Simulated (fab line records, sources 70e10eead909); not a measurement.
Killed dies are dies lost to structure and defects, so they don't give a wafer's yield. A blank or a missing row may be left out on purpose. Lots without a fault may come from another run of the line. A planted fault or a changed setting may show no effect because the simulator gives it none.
fab line records | flow nand_harc
record lots=24 wafers=72 last_day=34
route steps=1302 shown P_ZERO_WELL@17 P_GATE@142 P_M0@265
lots that met no fault: from a run of the same line without faults
start_h: hours from the record's first day to the start of the lot's first wafer shown | wait_h: hours since the lot's step before | " the same as in the row above | L1.1+2: a row that stands for several wafers | - no value, or no start given | * or withheld: withheld | < > ~ a bound
route shown NAME@n: a module of which the file shows steps, and the number in the route of the first | usual: mean/standard deviation of fault-free wafers | same: alike in all rows | chamber/n: place in a boat | sites: the reading at each site | _std_site: their standard deviation | _edge_site: outer sites' mean less inner sites' | radius_mm: how far each site lies from the wafer's centre | mask NAME#n: copy n | behind: the tool/chamber that last shaped the wafer | hold: why the lot was held/for how many hours/how that ended | device: the transistor (n, p or np) that didn't switch | end of line: the same wafers' tests at the end of the route | a step without rows: its recipe alone | killed: dies lost to structure and defects at the first sort, not the wafer's yield | map: a wafer's dies, x killed, . not, _ none there
set.NAME: the setting as run; set.NAME@STEP: as run at that earlier step | model.NAME: the simulator's own value behind a step, which no gauge read
steps of the route over a sample of lots; a table a step, a row a wafer
services: from which hour (start_h, from the record's first day; less than 0 if before it) a tool's chamber was out of use, for how many hours, and why
## steps
# step NHARC_P_ZERO_WELL_ETCH_65
# recipe target_depth_a=800 overetch_a=240 time_s=87.88 ion_energy_ev=200 n2_flow_sccm=150 h2_flow_sccm=150 ar_flow_sccm=0 rf_w=400 bias_w=150 chemistry=N2/H2
# usual chamber_pressure_mTorr=29.998/0.027 drypump_motor_current_A=5.7/0.48 oes_product_au=1.002/0.011 rf_vpp_V=430/3.3 showerhead_plenum_p_Torr=2.03/0.11 throttle_valve_pct=14.171/0.0092
# columns lot.wafer tool chamber start_h wait_h chamber_pressure_mTorr drypump_motor_current_A oes_product_au rf_hours_counter_h rf_vpp_V showerhead_plenum_p_Torr throttle_valve_pct
L074.4 rie_diel-13 0 21.49 0.1 29.990 6.1 1.007 6 432 2.07 14.159
L074.2 " 1 " " 30.053 5.1 0.999 7 427 1.90 14.161
L074.5 " 3 " " 30.022 6.4 1.014 - 429 1.93 14.169
L075.3 rie_diel-04 1 31.37 0.1 29.975 5.0 1.004 6 432 2.15 14.180
L075.2 " 2 " " 30.042 5.3 1.004 6 427 1.93 14.149
L075.5 " 0 " " 30.029 6.2 0.995 - 434 2.11 14.161
L076.1 rie_diel-13 3 41.50 0.1 29.977 6.4 1.015 13 427 1.93 14.180
L076.2 " 0 " " 29.991 6.1 1.010 11 432 2.07 14.181
L076.4 " 3 " " 29.980 6.4 1.007 - 427 1.93 14.171
L077.2 rie_diel-13 1 51.38 0.1 30.002 5.1 0.999 11 427 1.90 14.168
L077.4 " 1 " " 30.041 5.1 0.995 - 426 1.90 14.184
L077.6 " 3 " " 30.000 6.4 1.009 - 427 1.93 14.170
L078.2 rie_diel-11 1 61.51 0.1 29.988 5.7 0.974 50 430 2.00 14.169
L078.3 " 0 " " 29.988 5.7 0.977 48 428 1.92 14.177
L078.6 " 1 " " 29.999 5.7 0.980 - 429 2.00 14.159
L079.2 rie_diel-04 1 71.47 0.1 29.968 5.0 1.005 21 434 2.15 14.161
L079.4 " 2 " " 29.948 5.3 0.979 23 426 1.92 14.184
L079.6 " 1 " " 30.014 5.0 1.000 - 435 2.15 14.175
L080.3 rie_diel-13 1 81.51 0.1 29.986 5.1 1.007 24 424 1.89 14.169
L080.4 " 3 " " 29.930 6.4 1.010 - 426 1.92 14.175
L080.6 " 1 " " 29.970 5.1 1.006 - 427 1.89 14.159
L081.1 rie_diel-13 0 91.47 0.2 29.997 6.1 0.995 26 431 2.06 14.162
L081.5 " 3 " " 29.979 6.4 1.014 - 427 1.92 14.188
L081.6 " 0 " " 29.968 6.1 0.995 - 431 2.06 14.188
L082.2 rie_diel-13 0 104.18 2.9 29.975 6.1 1.004 30 432 2.06 14.153
L082.5 " 2 " " 30.022 5.6 1.006 - 433 2.14 14.167
L082.6 " 3 " " 29.973 6.4 1.016 - 426 1.92 14.173
L083.4 rie_diel-04 1 111.37 0.1 30.028 5.0 1.011 35 434 2.14 14.168
L083.1 " 3 " " 30.012 5.2 1.005 40 426 1.95 14.192
L083.6 " 0 " " 30.018 6.2 0.989 - 432 2.10 14.186
L084.4 rie_diel-11 1 121.49 0.1 29.999 5.7 0.988 13 430 1.99 14.184
L084.5 " 0 " " 29.981 5.7 1.008 - 426 1.91 14.175
L084.6 " 1 " " 30.014 5.7 0.980 - 429 1.99 14.165
L085.2 rie_diel-04 3 131.49 0.1 29.966 5.1 1.000 47 428 1.95 14.176
L085.3 " 1 " " 29.980 5.0 1.013 43 434 2.14 14.175
L085.5 " 3 " " 30.016 5.2 0.995 - 428 1.95 14.178
L086.3 rie_diel-04 3 141.49 0.1 30.051 5.2 1.012 48 427 1.95 14.180
L086.2 " 0 " " 30.052 6.3 1.001 44 433 2.09 14.175
L086.6 " 2 " " 29.977 5.3 1.008 - 427 1.91 14.171
L087.3 rie_diel-13 0 151.37 0.1 30.034 6.1 1.002 44 432 2.06 14.185
L087.6 " 3 " " 29.994 6.4 1.017 - 428 1.91 14.179
L087.5 " 0 " " 30.019 6.1 1.009 - 432 2.06 14.165
L088.4 rie_diel-13 0 161.50 0.1 29.960 6.1 1.005 47 430 2.06 14.173
L088.3 " 2 " " 30.007 5.6 1.030 48 434 2.13 14.181
L088.6 " 0 " " 30.036 6.1 1.009 - 431 2.06 14.176
L089.3 rie_diel-11 3 171.61 0.1 30.029 5.2 0.995 20 436 2.21 14.170
L089.2 " 0 " " 29.988 5.7 1.012 22 428 1.91 14.172
L089.6 " 3 " " 29.941 5.2 1.008 - 432 2.21 14.163
L090.2 rie_diel-13 2 182.02 0.3 30.001 5.6 1.009 3 433 2.13 14.167
L090.1 " 0 " " 29.975 6.1 1.005 2 431 2.05 14.160
L090.6 " 1 " " 29.996 5.1 0.998 - 436 2.22 14.162
L091.2 rie_diel-11 3 191.37 0.1 29.951 5.2 0.997 26 434 2.21 14.168
L091.3 " 1 " " 29.987 5.7 0.986 31 428 1.99 14.167
L091.6 " 3 " " 29.980 5.2 0.996 - 434 2.21 14.172
L092.1 rie_diel-04 0 201.36 0.1 30.010 6.3 0.989 7 431 2.09 14.166
L092.2 " 3 " " 29.947 5.2 0.993 5 430 1.94 14.163
L092.6 " 1 " " 30.014 5.0 0.995 - 434 2.13 14.160
L093.4 rie_diel-11 1 211.55 0.1 30.004 5.7 0.983 39 428 1.99 14.176
L093.3 " 3 " " 29.990 5.2 1.003 32 434 2.21 14.164
L093.2 " 0 " " 30.008 5.7 1.010 39 428 1.90 14.167
L094.1 rie_diel-13 3 221.49 0.1 30.005 6.4 0.998 13 428 1.91 14.177
L094.2 " 0 " " 29.969 6.1 1.017 13 432 2.05 14.163
L094.5 " 3 " " 30.048 6.4 1.001 - 427 1.91 14.169
L095.1 rie_diel-13 2 231.48 0.1 30.005 5.6 1.005 17 432 2.12 14.180
L095.2 " 0 " " 29.982 6.1 1.009 14 431 2.05 14.175
L095.5 " 3 " " 30.002 6.4 1.011 - 428 1.91 14.160
L096.1 rie_diel-13 1 241.36 0.1 30.052 5.1 1.017 21 435 2.21 14.172
L096.3 " 2 " " 29.978 5.6 1.008 23 431 2.12 14.156
L096.4 " 3 " " 30.025 6.4 1.010 20 427 1.90 14.166
L097.2 rie_diel-11 3 251.38 0.1 30.020 5.2 0.986 45 435 2.20 14.160
L097.6 " 3 " " 29.999 5.2 0.989 - 435 2.20 14.155
L097.5 " 0 " " 29.974 5.7 1.004 - 426 1.90 14.175
# step NHARC_P_ZERO_WELL_ETCH_63
# recipe target_depth_a=1200 time_s=40.1 hbr_flow_sccm=150 cl2_flow_sccm=50 rf_w=400 icp_w=400 bias_w=100 chemistry=HBr/Cl2
# usual chamber_pressure_mTorr=15.000/0.014 drypump_motor_current_A=5.8/0.44 oes_product_au=0.999/0.01 throttle_valve_pct=26.406/0.0079
# columns lot.wafer tool chamber start_h wait_h chamber_pressure_mTorr drypump_motor_current_A oes_product_au rf_hours_counter_h throttle_valve_pct
L074.2 rie_si-06 1 21.65 - 15.004 6.1 1.017 0.67 26.408
L074.4 " 3 " " 14.993 6.3 0.987 0.66 26.408
L074.5 " 2 " " 14.993 6.1 0.997 - 26.403
L075.3 rie_si-04 1 31.56 - 15.009 6.2 0.987 0.19 26.408
L075.2 " 2 " " 15.015 5.0 0.988 0.19 26.403
L075.5 " 0 " " 15.023 5.7 0.985 - 26.408
L076.2 rie_si-04 2 41.69 - 15.008 5.0 0.997 0.22 26.406
L076.1 " 3 " " 15.006 5.8 0.994 0.28 26.398
L076.4 " 0 " " 14.996 5.7 0.986 0.28 26.397
L077.4 rie_si-04 0 51.59 - 15.010 5.7 1.000 0.31 26.403
L077.2 " 1 " " 14.978 6.2 0.984 0.24 26.402
L077.6 " 2 " " 15.012 5.0 0.989 - 26.422
L078.3 rie_si-06 2 61.70 - 14.985 6.1 0.990 0.87 26.402
L078.2 " 1 " " 14.997 6.1 1.010 0.91 26.409
L078.6 " 3 " " 15.024 6.3 0.999 - 26.407
L079.4 rie_si-04 3 71.71 - 14.989 5.9 0.989 0.47 26.407
L079.2 " 2 " " 14.996 5.0 1.009 0.44 26.399
L079.6 " 3 " " 14.986 5.9 0.994 - 26.407
L080.4 rie_si-04 3 81.75 - 14.993 5.9 0.992 0.57 26.404
L080.3 " 1 " " 14.991 6.2 0.984 0.46 26.397
L080.6 " 3 " " 15.007 5.8 0.996 - 26.403
L081.1 rie_si-01 0 91.66 - 14.997 5.4 1.013 0.44 26.400
L081.6 " 2 " " 15.013 5.9 1.002 - 26.406
L081.5 " 3 " " 15.018 6.2 1.009 - 26.409
L082.2 rie_si-04 3 104.35 - 15.007 5.9 0.992 0.77 26.412
L082.6 " 2 " " 15.024 5.0 0.984 - 26.413
L082.5 " 3 " " 15.031 5.9 0.994 - 26.406
L083.1 rie_si-01 1 111.56 - 15.008 6.1 1.010 0.56 26.407
L083.4 " 2 " " 15.000 6.0 1.011 0.52 26.413
L083.6 " 0 " " 15.000 5.4 1.007 - 26.408
L084.4 rie_si-06 3 121.68 - 14.996 6.3 1.008 0.28 26.390
L084.6 " 1 " " 14.977 6.1 1.008 - 26.401
L084.5 " 2 " " 14.993 6.2 0.985 - 26.414
L085.2 rie_si-06 3 131.65 - 14.993 6.3 1.007 0.31 26.413
L085.3 " 0 " " 14.997 5.2 1.002 0.32 26.411
L085.5 " 0 " " 14.985 5.2 1.008 - 26.417
L086.2 rie_si-06 2 141.68 - 15.020 6.1 0.982 0.25 26.393
L086.3 " 3 " " 15.014 6.3 1.009 0.40 26.416
L086.6 " 0 " " 14.983 5.2 1.009 - 26.416
L087.3 rie_si-01 1 151.55 - 15.013 6.1 1.007 0.86 26.407
L087.5 " 1 " " 14.995 6.1 1.010 - 26.401
L087.6 " 2 " " 15.012 6.0 0.996 - 26.395
L088.4 rie_si-06 2 161.68 - 15.000 6.1 0.989 0.35 26.400
L088.3 " 3 " " 14.976 6.3 1.003 0.47 26.415
L088.6 " 2 " " 15.001 6.1 0.985 - 26.415
L089.2 rie_si-01 2 171.82 - 14.994 6.0 0.996 0.87 26.404
L089.3 " 3 " " 14.984 6.2 0.993 0.78 26.410
L089.6 " 3 " " 15.000 6.2 0.994 - 26.416
L090.1 rie_si-04 2 182.18 - 15.019 5.0 0.988 0.03 26.402
L090.2 " 0 " " 14.979 5.7 1.000 0.01 26.414
L090.6 " 3 " " 15.024 5.8 0.992 - 26.404
L091.2 rie_si-01 1 191.54 - 14.988 6.1 1.008 1.29 26.405
L091.3 " 2 " " 14.999 6.0 0.998 1.04 26.401
L091.6 " 0 " " 14.991 5.4 1.007 - 26.408
L092.1 rie_si-06 2 201.53 - 15.026 6.1 0.990 0.61 26.428
L092.2 " 0 " " 15.033 5.2 1.003 0.68 26.412
L092.6 " 0 " " 15.024 5.2 1.000 - 26.403
L093.4 rie_si-04 3 211.73 - 15.018 5.9 0.995 0.19 26.411
L093.2 " 0 " " 15.020 5.7 0.991 0.17 26.393
L093.3 " 1 " " 15.029 6.2 1.001 0.19 26.408
L094.2 rie_si-04 3 221.67 - 14.995 5.8 1.008 0.26 26.405
L094.1 " 1 " " 15.007 6.2 1.003 0.26 26.413
L094.5 " 2 " " 14.997 5.0 0.996 - 26.402
L095.2 rie_si-06 2 231.67 - 14.988 6.2 0.996 0.83 26.411
L095.1 " 3 " " 14.985 6.3 0.986 0.97 26.413
L095.5 " 0 " " 15.009 5.2 1.001 - 26.407
L096.1 rie_si-04 3 241.54 - 15.004 5.9 1.008 0.39 26.414
L096.4 " 0 " " 14.976 5.7 1.001 0.31 26.406
L096.3 " 1 " " 15.002 6.2 0.993 0.33 26.417
L097.2 rie_si-04 2 251.57 - 14.992 5.0 1.001 0.47 26.414
L097.6 " 1 " " 14.995 6.2 0.992 - 26.410
L097.5 " 2 " " 15.010 5.0 0.998 - 26.399
# step NHARC_P_GATE_OVL_MEAS_27
# usual overlay_x_nm=0.1/0.82 overlay_y_nm=0.3/0.81
# columns lot.wafer tool chamber start_h wait_h overlay_x_nm overlay_y_nm
L074.2 overlay-02 - 94.75 - 1.5 0.1
L074.4 " - " " 0.9 0.2
L074.5 " - " " 1.2 0.3
L075.2 overlay-01 - 107.90 - 1.3 1.1
L075.3 " - " " 1.2 0.9
L075.5 " - " " 1.2 1.0
L076.1 overlay-01 - 116.71 - -0.7 -1.1
L076.2 " - " " -0.6 -0.9
L076.4 " - " " -0.5 -1.0
L077.2 overlay-02 - 127.37 - -0.4 1.4
L077.4 " - " " 0.0 1.0
L077.6 " - " " 0.2 0.6
L078.2 overlay-02 - 140.77 - -0.9 -1.2
L078.3 " - " " -1.2 -1.5
L078.6 " - " " -0.6 -0.9
L079.2 overlay-02 - 153.50 - -0.9 0.0
L079.4 " - " " -0.2 0.9
L079.6 " - " " -0.9 0.2
L080.3 overlay-02 - 158.19 - 1.7 0.7
L080.4 " - " " 1.6 0.1
L080.6 " - " " 0.3 0.7
L081.1 overlay-01 - 168.16 - -0.8 0.7
L081.5 " - " " -0.4 0.7
L081.6 " - " " -1.0 0.9
L082.2 overlay-02 - 184.22 - -0.9 1.3
L082.5 " - " " -0.9 0.9
L082.6 " - " " -0.6 0.9
L083.1 overlay-01 - 194.26 - 1.6 0.0
L083.4 " - " " 1.3 0.4
L083.6 " - " " 1.3 -0.2
L084.4 overlay-02 - 203.75 - -0.1 -0.2
L084.5 " - " " -0.2 -0.8
L084.6 " - " " -0.1 -0.6
L085.2 overlay-01 - 207.84 - 1.0 -0.7
L085.3 " - " " 0.5 -0.5
L085.5 " - " " 0.4 0.0
L086.2 overlay-01 - 215.87 - -1.0 1.3
L086.3 " - " " -1.3 0.9
L086.6 " - " " -1.0 1.5
L087.3 overlay-01 - 225.61 - 0.5 0.3
L087.5 " - " " 0.6 -0.1
L087.6 " - " " 0.8 0.0
L088.3 overlay-01 - 242.33 - 0.6 -0.5
L088.4 " - " " 0.4 -0.4
L088.6 " - " " 0.5 -0.2
L089.2 overlay-02 - 248.11 - -0.4 0.7
L089.3 " - " " -0.9 -0.5
L089.6 " - " " -0.8 1.1
L090.1 overlay-01 - 259.82 - 0.3 1.8
L090.2 " - " " 0.1 1.4
L090.6 " - " " 0.5 1.7
L091.2 overlay-01 - 271.08 - -0.7 -0.5
L091.3 " - " " -0.6 -0.5
L091.6 " - " " -0.3 -0.5
L092.1 overlay-01 - 275.73 - -0.2 1.0
L092.2 " - " " -0.8 -0.1
L092.6 " - " " -0.3 0.1
L093.2 overlay-01 - 286.96 - 0.7 0.6
L093.3 " - " " 0.6 0.5
L093.4 " - " " 0.4 0.9
L095.1 overlay-02 - 305.16 - 1.3 1.0
L095.2 " - " " 1.3 0.5
L095.5 " - " " 1.1 0.8
L094.1 overlay-02 - 306.21 - 0.8 1.3
L094.2 " - " " 0.1 1.8
L094.5 " - " " 0.3 1.8
L096.1 overlay-02 - 320.28 - 0.4 -0.8
L096.3 " - " " 0.3 -0.7
L096.4 " - " " 0.0 -0.5
L097.2 overlay-01 - 336.46 - -0.2 0.8
L097.5 " - " " -0.1 1.2
L097.6 " - " " 0.5 0.5
# step NHARC_P_GATE_STRIP_101
# recipe time_s=20 o2_flow_sccm=500 ar_flow_sccm=0 bias_w=0 chemistry=O2
# usual chamber_pressure_mTorr=60.00/0.048 drypump_motor_current_A=5.6/0.34 oes_product_au=1.003/0.0089 rf_vpp_V=58.0/0.97 showerhead_plenum_p_Torr=3.57/0.14 throttle_valve_pct=17.036/0.01
# columns lot.wafer tool chamber start_h wait_h chamber_pressure_mTorr drypump_motor_current_A oes_product_au rf_hours_counter_h rf_vpp_V showerhead_plenum_p_Torr throttle_valve_pct
L074.2 rie_diel-01 0 105.62 0.1 60.03 5.0 1.008 3.3 58.7 3.62 17.042
L074.4 " 1 " " 60.01 5.3 0.996 3.4 58.4 3.49 17.048
L074.5 " 1 " " 60.02 5.3 1.006 - 57.7 3.49 17.035
L075.2 rie_diel-01 1 118.88 0.1 59.98 5.3 0.993 3.6 56.9 3.49 17.028
L075.3 " 2 " " 60.00 5.9 1.010 2.6 59.6 3.69 17.034
L075.5 " 1 " " 60.08 5.3 0.993 - 57.4 3.49 17.044
L076.1 rie_diel-08 2 129.91 0.1 60.03 5.3 1.000 4.7 58.8 3.65 17.047
L076.4 " 3 " " 59.92 6.0 1.018 4.4 58.7 3.73 17.039
L076.2 " 1 " " 60.00 5.1 1.010 5.0 59.2 3.43 17.054
L077.2 rie_diel-03 2 138.34 0.1 59.93 6.0 1.016 1.3 58.7 3.79 17.040
L077.4 " 3 " " 59.99 5.7 0.999 1.3 59.3 3.50 17.048
L077.6 " 3 " " 60.00 5.7 1.010 - 57.6 3.50 17.030
L078.2 rie_diel-03 1 151.66 0.1 59.92 6.0 0.973 1.2 59.3 3.68 17.012
L078.3 " 3 " " 60.03 5.6 0.997 1.7 56.6 3.50 17.047
L078.6 " 0 " " 60.07 5.5 0.996 - 57.9 3.43 17.052
L079.4 rie_diel-08 3 164.54 0.1 60.04 6.0 1.013 6.8 59.0 3.73 17.029
L079.2 " 0 " " 60.05 5.5 0.988 6.9 57.9 3.32 17.036
L079.6 " 0 " " 59.92 5.5 1.006 - 56.5 3.32 17.026
L080.3 rie_diel-08 3 169.20 0.1 59.99 6.0 1.018 7.0 57.4 3.73 17.061
L080.4 " 0 " " 60.03 5.5 1.009 7.1 56.1 3.32 17.040
L080.6 " 2 " " 60.01 5.3 0.999 - 59.6 3.65 17.033
L081.1 rie_diel-03 0 179.26 0.1 60.00 5.5 1.009 1.4 56.6 3.43 17.032
L081.5 " 2 " " 60.04 6.0 1.002 - 59.0 3.79 17.046
L081.6 " 3 " " 59.95 5.7 0.994 - 56.7 3.50 17.025
L082.2 rie_diel-03 3 195.10 0.1 60.04 5.7 0.996 5.8 57.7 3.49 17.035
L082.6 " 2 " " 59.99 6.0 0.995 - 58.3 3.79 17.025
L082.5 " 3 " " 59.95 5.7 0.989 - 58.1 3.49 17.040
L083.4 rie_diel-03 2 205.15 0.1 59.97 6.0 0.995 5.7 59.4 3.79 17.039
L083.1 " 3 " " 60.05 5.7 1.001 5.9 59.1 3.49 17.036
L083.6 " 2 " " 60.02 6.0 0.994 - 58.9 3.79 17.053
L085.3 rie_diel-08 2 218.81 0.1 60.07 5.3 1.011 2.3 58.7 3.65 17.021
L085.2 " 3 " " 60.05 6.0 0.996 1.3 59.8 3.73 17.037
L085.5 " 0 " " 59.98 5.5 1.013 - 57.2 3.32 17.054
L084.4 rie_diel-08 3 221.01 0.1 60.02 6.1 1.006 1.3 58.7 3.73 17.041
L084.5 " 0 " " 60.05 5.5 0.998 - 57.5 3.32 17.024
L084.6 " 1 " " 60.01 5.1 1.007 - 57.7 3.43 17.029
L086.3 rie_diel-01 1 226.85 0.1 60.06 5.3 1.009 1.3 59.2 3.49 17.040
L086.2 " 2 " " 59.89 5.9 1.003 1.3 57.9 3.69 17.026
L086.6 " 0 " " 60.06 5.0 1.008 - 58.6 3.62 17.048
L087.3 rie_diel-03 2 236.52 0.1 59.98 6.0 1.005 7.1 58.5 3.79 17.039
L087.6 " 3 " " 59.96 5.7 0.992 - 58.5 3.49 17.017
L087.5 " 0 " " 59.97 5.5 1.000 - 56.8 3.43 17.036
L088.4 rie_diel-01 1 253.28 0.1 59.94 5.3 1.016 1.7 57.8 3.49 17.025
L088.3 " 2 " " 59.99 5.8 1.007 1.8 58.1 3.69 17.032
L088.6 " 1 " " 59.99 5.3 1.006 - 57.6 3.49 17.043
L089.2 rie_diel-03 0 259.08 0.1 59.93 5.5 0.998 4.8 58.0 3.43 17.030
L089.3 " 1 " " 59.97 6.0 1.001 7.6 57.6 3.68 17.041
L089.6 " 0 " " 59.96 5.5 1.001 - 57.1 3.43 17.045
L090.1 rie_diel-01 1 270.94 0.2 59.99 5.3 1.009 2.5 58.8 3.49 17.036
L090.2 " 2 " " 60.05 5.9 1.013 2.6 58.3 3.69 17.033
L090.6 " 0 " " 60.06 5.0 1.018 - 57.8 3.62 17.033
L091.2 rie_diel-08 0 282.06 0.1 60.06 5.6 1.004 5.6 57.0 3.32 17.030
L091.3 " 2 " " 60.04 5.3 1.000 7.1 59.9 3.64 17.026
L091.6 " 0 " " 59.94 5.5 1.007 - 56.6 3.32 17.027
L092.2 rie_diel-08 1 287.17 0.1 60.00 5.1 1.005 8.3 55.8 3.43 17.046
L092.1 " 3 " " 60.00 6.0 1.008 5.4 57.4 3.73 17.019
L092.6 " 2 " " 60.04 5.3 1.002 - 58.3 3.64 17.035
L093.4 rie_diel-01 3 298.18 0.4 60.00 5.6 0.998 4.4 57.6 3.49 17.041
L093.2 " 0 " " 60.10 5.0 1.003 4.2 59.3 3.62 17.042
L093.3 " 2 " " 60.00 5.9 1.006 4.4 58.5 3.69 17.055
L095.1 rie_diel-08 0 316.05 0.1 60.02 5.6 1.020 9.2 56.9 3.31 17.038
L095.2 " 1 " " 60.02 5.1 1.015 10.3 58.1 3.43 17.034
L095.5 " 3 " " 59.93 6.0 0.997 - 58.3 3.73 17.041
L094.1 rie_diel-01 3 317.22 0.1 60.05 5.6 0.990 5.4 57.9 3.49 17.041
L094.2 " 0 " " 60.00 5.0 1.007 5.1 57.1 3.62 17.012
L094.5 " 1 " " 59.89 5.3 1.005 - 57.7 3.48 17.020
L096.4 rie_diel-03 0 331.23 0.1 59.95 5.5 0.985 1.3 54.5 3.42 17.029
L096.3 " 1 " " 59.99 6.0 0.995 1.4 57.9 3.68 17.056
L096.1 " 3 " " 59.91 5.7 0.990 1.7 59.4 3.49 17.042
L097.2 rie_diel-01 0 347.35 0.1 60.03 5.0 1.008 5.7 59.2 3.62 17.039
L097.5 " 3 " " 59.97 5.6 1.009 - 58.1 3.49 17.040
L097.6 " 0 " " 60.05 5.0 1.001 - 58.9 3.62 17.054
# step NHARC_P_M0_INSPECT_11
# usual raw_defect_count=5/3.1
# columns lot.wafer tool chamber start_h wait_h raw_defect_count
L074.2 defect_inspect-01 - 118.75 0.0 3
L074.4 " - " " 2
L074.5 " - " " 3
L075.2 defect_inspect-02 - 132.27 0.0 4
L075.3 " - " " 3
L075.5 " - " " 5
L076.1 defect_inspect-02 - 143.37 0.0 3
L076.2 " - " " 3
L076.4 " - " " 3
L077.2 defect_inspect-02 - 151.46 0.0 6
L077.4 " - " " 3
L077.6 " - " " 11
L078.2 defect_inspect-02 - 165.36 0.0 3
L078.3 " - " " 3
L078.6 " - " " 3
L079.2 defect_inspect-02 - 178.43 0.0 1
L079.4 " - " " 4
L079.6 " - " " 2
L080.3 defect_inspect-01 - 182.71 0.0 10
L080.4 " - " " 3
L080.6 " - " " 6
L081.1 defect_inspect-01 - 192.57 0.0 4
L081.5 " - " " 1
L081.6 " - " " 5
L082.2 defect_inspect-02 - 208.10 0.0 0
L082.5 " - " " 5
L082.6 " - " " 5
L083.1 defect_inspect-01 - 218.11 0.0 3
L083.4 " - " " 5
L083.6 " - " " 7
L085.2 defect_inspect-02 - 232.16 0.0 3
L085.3 " - " " 2
L085.5 " - " " 5
L084.4 defect_inspect-01 - 234.44 0.0 6
L084.5 " - " " 7
L084.6 " - " " 5
L086.2 defect_inspect-01 - 243.30 0.0 17
L086.3 " - " " 15
L086.6 " - " " 11
L087.3 defect_inspect-01 - 249.76 0.0 4
L087.5 " - " " 4
L087.6 " - " " 2
L088.3 defect_inspect-02 - 266.57 0.0 3
L088.4 " - " " 2
L088.6 " - " " 5
L089.2 defect_inspect-02 - 272.44 0.0 1
L089.3 " - " " 3
L089.6 " - " " 3
L090.1 defect_inspect-02 - 284.27 0.0 7
L090.2 " - " " 8
L090.6 " - " " 4
L091.2 defect_inspect-02 - 295.68 0.0 1
L091.3 " - " " 4
L091.6 " - " " 4
L092.1 defect_inspect-02 - 300.56 0.0 5
L092.2 " - " " 4
L092.6 " - " " 3
L093.2 defect_inspect-02 - 311.36 0.0 6
L093.3 " - " " 5
L093.4 " - " " 4
L095.1 defect_inspect-02 - 329.62 0.0 4
L095.2 " - " " 5
L095.5 " - " " 4
L094.1 defect_inspect-02 - 333.69 0.0 9
L094.2 " - " " 6
L094.5 " - " " 8
L096.1 defect_inspect-02 - 344.58 0.0 2
L096.3 " - " " 6
L096.4 " - " " 3
L097.2 defect_inspect-01 - 360.51 0.0 3
L097.5 " - " " 3
L097.6 " - " " 3
# step NHARC_P_M0_DEGAS_28
# recipe temp_c=250 time_s=60
# usual heater_power_w=340/42
# columns lot.wafer tool chamber start_h wait_h heater_power_w
L074.2 pvd_sputter-02 - 119.79 - 306
L074.4 " - " " 313
L074.5 " - " " 308
L075.3 pvd_sputter-01 - 133.28 - 374
L075.2 " - " " 302
L075.5 " - " " 381
L076.4 pvd_sputter-03 - 144.35 - 413
L076.2 " - " " 342
L076.1 " - " " 323
L077.2 pvd_sputter-01 - 152.57 - 416
L077.4 " - " " 285
L077.6 " - " " 382
L078.2 pvd_sputter-01 - 166.39 - 289
L078.3 " - " " 412
L078.6 " - " " 409
L079.2 pvd_sputter-02 - 179.41 - 319
L079.4 " - " " 307
L079.6 " - " " 304
L080.3 pvd_sputter-02 - 183.83 - 312
L080.4 " - " " 311
L080.6 " - " " 350
L081.1 pvd_sputter-01 - 193.59 - 298
L081.6 " - " " 419
L081.5 " - " " 372
L082.2 pvd_sputter-01 - 209.08 - 308
L082.5 " - " " 310
L082.6 " - " " 291
L083.1 pvd_sputter-02 - 219.43 - 315
L083.4 " - " " 354
L083.6 " - " " 308
L085.3 pvd_sputter-03 - 233.15 - 347
L085.2 " - " " 337
L085.5 " - " " 344
L084.4 pvd_sputter-02 - 235.43 - 313
L084.6 " - " " 313
L084.5 " - " " 359
L086.3 pvd_sputter-01 - 244.37 - 425
L086.2 " - " " 314
L086.6 " - " " 396
L087.3 pvd_sputter-01 - 251.38 - 311
L087.6 " - " " 384
L087.5 " - " " 304
L088.3 pvd_sputter-02 - 267.81 - 310
L088.4 " - " " 346
L088.6 " - " " 304
L089.3 pvd_sputter-02 - 273.52 - 305
L089.2 " - " " 302
L089.6 " - " " 306
L090.2 pvd_sputter-01 - 285.44 - 315
L090.1 " - " " 379
L090.6 " - " " 313
L091.3 pvd_sputter-03 - 296.82 - 292
L091.2 " - " " 334
L091.6 " - " " 395
L092.1 pvd_sputter-01 - 301.60 - 379
L092.2 " - " " 315
L092.6 " - " " 324
L093.3 pvd_sputter-02 - 312.34 - 329
L093.2 " - " " 306
L093.4 " - " " 309
L095.2 pvd_sputter-03 - 330.91 - 299
L095.1 " - " " 401
L095.5 " - " " 299
L094.1 pvd_sputter-03 - 334.67 - 337
L094.2 " - " " 297
L094.5 " - " " 335
L096.3 pvd_sputter-02 - 345.57 - 352
L096.4 " - " " 330
L096.1 " - " " 311
L097.2 pvd_sputter-02 - 361.64 - 309
L097.5 " - " " 306
L097.6 " - " " 314
## services
# columns tool chamber start_h hours kind
pvd_sputter-01 - 4.45 3.3 repair
rie_si-04 - 17.23 0.1 repair
rie_diel-13 2 22.16 1.9 repair
rie_diel-13 1 34.88 11.3 repair
pvd_sputter-01 - 48.05 10.0 pm
rie_diel-13 2 51.26 6.4 repair
rie_diel-13 2 59.85 6.7 repair
rie_diel-13 - 69.20 0.4 repair
rie_diel-13 0 77.13 12.7 repair
pvd_sputter-02 - 104.03 10.0 pm
rie_si-04 3 116.40 38.1 repair
pvd_sputter-01 - 145.41 2.1 repair
rie_si-04 - 165.00 9.0 pm
rie_diel-13 - 166.90 9.0 pm
rie_diel-13 1 205.60 3.9 repair
pvd_sputter-01 - 226.05 10.0 pm
pvd_sputter-01 - 265.42 5.2 repair
pvd_sputter-02 - 282.03 10.0 pm
rie_diel-13 1 302.14 3.9 repair
pvd_sputter-01 - 334.22 7.3 repair
rie_si-04 - 342.00 9.0 pm
rie_diel-13 - 343.90 9.0 pm
rie_diel-13 - 355.01 1.5 repair
rie_si-04 0 358.20 8.5 repair
## key
fault none
